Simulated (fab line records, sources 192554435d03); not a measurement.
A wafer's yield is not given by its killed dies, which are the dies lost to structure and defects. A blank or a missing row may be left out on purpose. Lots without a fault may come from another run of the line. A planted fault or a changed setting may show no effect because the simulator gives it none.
Chamber matching | flow n5 finfet | 4 sister chambers for N5_BEOL_M0_SAQP_SPACER1_ALD_98 on ald sin-03
The step deposits SiO2, target thk 12.8 nm, pulse time 1 s, purge time 2 s. 8 wafers are shown with their chamber, then 7 later ones without.

WAFERS WITH THEIR CHAMBER
wafer  | chamber | heater power w (W) | chamber pressure Torr (Torr)
L079.5 | 0       | 455                | 1.993
L079.6 | 3       | 438                | 1.999
L082.6 | 0       | 447                | 2.007
L086.1 | 3       | 432                | 1.995
L087.5 | 2       | 547                | 2.003
L087.6 | 1       | 430                | 1.991
L090.1 | 1       | 432                | 1.998
L090.5 | 2       | 541                | 2.004

WAFERS MISSING THEIR CHAMBER
wafer  | heater power w (W) | chamber pressure Torr (Torr)
L090.6 | 433                | 1.999
L091.2 | 438                | 1.992
L091.3 | 441                | 1.999
L091.4 | 449                | 1.998
L095.1 | 459                | 2.007
L095.3 | 450                | 1.996
L095.6 | 449                | 2.002

THE CHAMBER EACH PASSED THROUGH
wafer  | from the rows above          | in truth
L090.6 | can't be placed: 3 or 1      | 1
L091.2 | can't be placed: 3 or 1      | 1
L091.3 | can't be placed: 3 or 0 or 1 | 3
L091.4 | 0                            | 0
L095.1 | 0                            | 0
L095.3 | 0                            | 0
L095.6 | 0                            | 0
Correctly placed: 4 of 7. Cannot be placed on the basis of these rows: 3; the candidates contain the true chamber in 3. Number placed wrongly: 0.
How it was worked out, from the rows above alone: a wafer's distance from a chamber is the root of the sum, over the readings, of the square of ((its reading less the chamber's mean) divided by the reading's scatter). The wafer belongs to the nearest chamber; if the next one is less than 2 further off, it can't be placed. For every chamber, the mean is computed from those of its wafers that are shown. How the scatter is found: for the shown wafers, subtract from each reading the mean of its chamber, square and add these, divide the total by (wafers less chambers), then take the root.
